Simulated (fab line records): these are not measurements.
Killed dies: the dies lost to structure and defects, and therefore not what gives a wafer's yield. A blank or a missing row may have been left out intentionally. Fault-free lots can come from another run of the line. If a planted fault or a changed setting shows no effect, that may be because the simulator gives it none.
Split-lot trial || flow n5 finfet || route with 1938 steps; 7 lots, 39 wafers read

SPLIT DETAILS
At N5_BEOL_M11_ETCH_41 (etches SiCN in CH3F/O2, target depth 42.6 nm, time 86 s), the setting time s was moved away from the recipe's 86 s on 9 of the 39 wafers read, by -50.6% to +40.0%. The other wafers ran this setting at the recipe's value.

The reading comes from the split's own step.

THE READING
etch.depth nm (the simulator's own value, which no gauge read), in nm, at N5_BEOL_M11_ETCH_41 (etches SiCN in CH3F/O2, target depth 42.6 nm, time 86 s). The file gives no usual value for it. Average 32.63 nm, standard deviation 0.61 nm, over the 30 wafers here run with the recipe.

{"wafer": "L075.1", "tool, chamber at the split": "rie diel-05, 0", "time s as run, s": 86, "against the recipe": "recipe", "etch.depth nm, nm": 32, "against lot-mates on the recipe": "-"}
{"wafer": "L075.2", "tool, chamber at the split": "rie diel-05, 1", "time s as run, s": 86, "against the recipe": "recipe", "etch.depth nm, nm": 32.09, "against lot-mates on the recipe": "-"}
{"wafer": "L075.3", "tool, chamber at the split": "rie diel-05, 2", "time s as run, s": 86, "against the recipe": "recipe", "etch.depth nm, nm": 32.82, "against lot-mates on the recipe": "-"}
{"wafer": "L075.4", "tool, chamber at the split": "rie diel-05, 3", "time s as run, s": 86, "against the recipe": "recipe", "etch.depth nm, nm": 33.06, "against lot-mates on the recipe": "-"}
{"wafer": "L075.5", "tool, chamber at the split": "rie diel-05, 2", "time s as run, s": 86, "against the recipe": "recipe", "etch.depth nm, nm": 32.99, "against lot-mates on the recipe": "-"}
{"wafer": "L075.6", "tool, chamber at the split": "rie diel-05, 1", "time s as run, s": 86, "against the recipe": "recipe", "etch.depth nm, nm": 32.06, "against lot-mates on the recipe": "-"}
{"wafer": "L079.1", "tool, chamber at the split": "rie diel-02, 1", "time s as run, s": 42.51, "against the recipe": "-50.6%", "etch.depth nm, nm": 16.16, "against lot-mates on the recipe": -16.62}
{"wafer": "L079.2", "tool, chamber at the split": "rie diel-02, 0", "time s as run, s": 86, "against the recipe": "recipe", "etch.depth nm, nm": 33.59, "against lot-mates on the recipe": "-"}
{"wafer": "L079.3", "tool, chamber at the split": "rie diel-02, 2", "time s as run, s": 86, "against the recipe": "recipe", "etch.depth nm, nm": 31.94, "against lot-mates on the recipe": "-"}
{"wafer": "L079.4", "tool, chamber at the split": "rie diel-02, 3", "time s as run, s": 86, "against the recipe": "recipe", "etch.depth nm, nm": 32.8, "against lot-mates on the recipe": "-"}
{"wafer": "L079.5", "tool, chamber at the split": "rie diel-02, 1", "time s as run, s": 42.51, "against the recipe": "-50.6%", "etch.depth nm, nm": 16.11, "against lot-mates on the recipe": -16.67}
{"wafer": "L079.6", "tool, chamber at the split": "rie diel-02, 2", "time s as run, s": 42.51, "against the recipe": "-50.6%", "etch.depth nm, nm": 15.86, "against lot-mates on the recipe": -16.92}
{"wafer": "L081.1", "tool, chamber at the split": "rie diel-05, 3", "time s as run, s": 86, "against the recipe": "recipe", "etch.depth nm, nm": 33.21, "against lot-mates on the recipe": "-"}
{"wafer": "L081.2", "tool, chamber at the split": "rie diel-05, 2", "time s as run, s": 86, "against the recipe": "recipe", "etch.depth nm, nm": 32.73, "against lot-mates on the recipe": "-"}
{"wafer": "L081.3", "tool, chamber at the split": "rie diel-05, 1", "time s as run, s": 86, "against the recipe": "recipe", "etch.depth nm, nm": 32.15, "against lot-mates on the recipe": "-"}
{"wafer": "L081.4", "tool, chamber at the split": "rie diel-05, 3", "time s as run, s": 86, "against the recipe": "recipe", "etch.depth nm, nm": 33.1, "against lot-mates on the recipe": "-"}
{"wafer": "L081.5", "tool, chamber at the split": "rie diel-05, 2", "time s as run, s": 86, "against the recipe": "recipe", "etch.depth nm, nm": 32.7, "against lot-mates on the recipe": "-"}
{"wafer": "L081.6", "tool, chamber at the split": "rie diel-05, 1", "time s as run, s": 86, "against the recipe": "recipe", "etch.depth nm, nm": 32.11, "against lot-mates on the recipe": "-"}
{"wafer": "L085.1", "tool, chamber at the split": "rie diel-05, 1", "time s as run, s": 86, "against the recipe": "recipe", "etch.depth nm, nm": 31.86, "against lot-mates on the recipe": "-"}
{"wafer": "L085.2", "tool, chamber at the split": "rie diel-05, 3", "time s as run, s": 120.4, "against the recipe": "+40.0%", "etch.depth nm, nm": 45.44, "against lot-mates on the recipe": "+13.27"}
{"wafer": "L085.3", "tool, chamber at the split": "rie diel-05, 2", "time s as run, s": 120.4, "against the recipe": "+40.0%", "etch.depth nm, nm": 45.6, "against lot-mates on the recipe": "+13.43"}
{"wafer": "L085.4", "tool, chamber at the split": "rie diel-05, 1", "time s as run, s": 86, "against the recipe": "recipe", "etch.depth nm, nm": 31.84, "against lot-mates on the recipe": "-"}
{"wafer": "L085.5", "tool, chamber at the split": "rie diel-05, 3", "time s as run, s": 86, "against the recipe": "recipe", "etch.depth nm, nm": 32.81, "against lot-mates on the recipe": "-"}
{"wafer": "L085.6", "tool, chamber at the split": "rie diel-05, 2", "time s as run, s": 120.4, "against the recipe": "+40.0%", "etch.depth nm, nm": 45.97, "against lot-mates on the recipe": "+13.80"}
{"wafer": "L087.1", "tool, chamber at the split": "rie diel-05, 0", "time s as run, s": 86, "against the recipe": "recipe", "etch.depth nm, nm": 33.48, "against lot-mates on the recipe": "-"}
{"wafer": "L087.2", "tool, chamber at the split": "rie diel-05, 2", "time s as run, s": 86, "against the recipe": "recipe", "etch.depth nm, nm": 32.64, "against lot-mates on the recipe": "-"}
{"wafer": "L087.3", "tool, chamber at the split": "rie diel-05, 3", "time s as run, s": 86, "against the recipe": "recipe", "etch.depth nm, nm": 33.04, "against lot-mates on the recipe": "-"}
{"wafer": "L087.4", "tool, chamber at the split": "rie diel-05, 1", "time s as run, s": 86, "against the recipe": "recipe", "etch.depth nm, nm": 31.64, "against lot-mates on the recipe": "-"}
{"wafer": "L087.5", "tool, chamber at the split": "rie diel-05, 1", "time s as run, s": 86, "against the recipe": "recipe", "etch.depth nm, nm": 32.37, "against lot-mates on the recipe": "-"}
{"wafer": "L087.6", "tool, chamber at the split": "rie diel-05, 2", "time s as run, s": 86, "against the recipe": "recipe", "etch.depth nm, nm": 33.07, "against lot-mates on the recipe": "-"}
{"wafer": "L090.1", "tool, chamber at the split": "rie diel-02, 3", "time s as run, s": 118, "against the recipe": "+37.2%", "etch.depth nm, nm": 45.07, "against lot-mates on the recipe": "+12.15"}
{"wafer": "L090.2", "tool, chamber at the split": "rie diel-02, 1", "time s as run, s": 118, "against the recipe": "+37.2%", "etch.depth nm, nm": 44.71, "against lot-mates on the recipe": "+11.79"}
{"wafer": "L090.3", "tool, chamber at the split": "rie diel-02, 2", "time s as run, s": 86, "against the recipe": "recipe", "etch.depth nm, nm": 31.81, "against lot-mates on the recipe": "-"}
{"wafer": "L090.4", "tool, chamber at the split": "rie diel-02, 0", "time s as run, s": 86, "against the recipe": "recipe", "etch.depth nm, nm": 34.2, "against lot-mates on the recipe": "-"}
{"wafer": "L090.5", "tool, chamber at the split": "rie diel-02, 1", "time s as run, s": 86, "against the recipe": "recipe", "etch.depth nm, nm": 32.76, "against lot-mates on the recipe": "-"}
{"wafer": "L090.6", "tool, chamber at the split": "rie diel-02, 2", "time s as run, s": 118, "against the recipe": "+37.2%", "etch.depth nm, nm": 43.47, "against lot-mates on the recipe": "+10.55"}
{"wafer": "L089.1", "tool, chamber at the split": "rie diel-02, 3", "time s as run, s": 86, "against the recipe": "recipe", "etch.depth nm, nm": 32.26, "against lot-mates on the recipe": "-"}
{"wafer": "L089.2", "tool, chamber at the split": "rie diel-02, 1", "time s as run, s": 86, "against the recipe": "recipe", "etch.depth nm, nm": 32.31, "against lot-mates on the recipe": "-"}
{"wafer": "L089.6", "tool, chamber at the split": "rie diel-02, 0", "time s as run, s": 86, "against the recipe": "recipe", "etch.depth nm, nm": 33.38, "against lot-mates on the recipe": "-"}

THE FIT
A straight line over all 39 wafers: etch.depth nm changes by +0.325 nm for each +1% of time s; r = +1.00; the points scatter about the line by 0.6 nm.
The same after taking each lot's own level away (the mean of its wafers on the recipe; 39 wafers): +0.327 nm for each +1%; r = +1.00; scatter 0.61 nm.
That fit puts the effect of the largest move of time s on the reading at 17 nm.
The span of the lots' own levels, 32.170 to 32.923 nm, comes to 1.2 times the standard deviation stated above.
Consequently the slope shifts little with the lot-to-lot level, the two slopes agreeing.
Check: for one of the wafers moved furthest among these (-50.6%), held out of the fit, the line's prediction against its lot-mates is -16.6 nm. Against them it came out at -16.6 nm.

THESE WAFERS: OTHER SPLITS
These wafers also went through other splits before the reading. Each is held against what the fit with the lots' levels taken away leaves over:
{"other split on the same wafers": "N5_BEOL_M9_ETCH_62 time s", "wafers away from the commonest value": 15, "r with etch.depth nm (lot level and that fit taken away)": -0.04}

THE FILE'S OWN FIT
etch.depth nm changes by +0.327 nm for each +1% of time s, r = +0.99.
